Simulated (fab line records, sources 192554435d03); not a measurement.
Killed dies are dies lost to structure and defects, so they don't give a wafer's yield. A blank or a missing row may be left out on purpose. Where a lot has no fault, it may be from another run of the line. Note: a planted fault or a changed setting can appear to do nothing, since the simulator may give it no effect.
Chamber matching + flow n5_finfet + N5_BEOL_M14_CMP_49 on cmp-01 has 4 sister chambers
The step polishes, stops on SiO2, t overpolish 5.2 s, target thk 560 nm. 4 wafers are shown with their chamber, then 8 later ones without.

WAFERS PAIRED WITH THEIR CHAMBERS
| wafer  | chamber | motor_current_A (A) |
|--------|---------|---------------------|
| L082.1 | 0       | 8.5                 |
| L090.5 | 3       | 8.1                 |
| L090.6 | 2       | 7.2                 |
| L092.2 | 1       | 9.5                 |

WAFERS MISSING THEIR CHAMBER
| wafer  | motor_current_A (A) |
|--------|---------------------|
| L092.3 | 8.0                 |
| L092.5 | 7.7                 |
| L094.1 | 7.8                 |
| L094.3 | 9.3                 |
| L094.5 | 7.9                 |
| L093.3 | 8.4                 |
| L093.5 | 8.4                 |
| L093.6 | 7.8                 |

WHICH CHAMBER EACH ONE RAN IN
| wafer  | from the rows above          | in truth |
|--------|------------------------------|----------|
| L092.3 | can't be placed: 3 or 0      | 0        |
| L092.5 | can't be placed: 3 or 2 or 0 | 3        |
| L094.1 | can't be placed: 3 or 2 or 0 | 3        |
| L094.3 | 1                            | 1        |
| L094.5 | can't be placed: 3 or 0      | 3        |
| L093.3 | can't be placed: 0 or 3      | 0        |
| L093.5 | can't be placed: 0 or 3      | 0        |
| L093.6 | can't be placed: 3 or 2 or 0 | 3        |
Correct placement for 1 of the 8. Unplaceable from these rows: 7, with the true chamber sitting among the candidates in 7. Wrongly placed: 0.
How it was worked out, from the rows above alone: a wafer's distance from a chamber is the root of the sum, over the readings, of the square of ((its reading less the chamber's mean) divided by the reading's scatter). The wafer belongs to the nearest chamber; if the next one is less than 2 further off, it can't be placed. For every chamber, the mean is computed from those of its wafers that are shown. The scatter (one wafer shown for each chamber): square how far every hidden wafer sits from the nearest shown wafer, average those squares and take the square root.
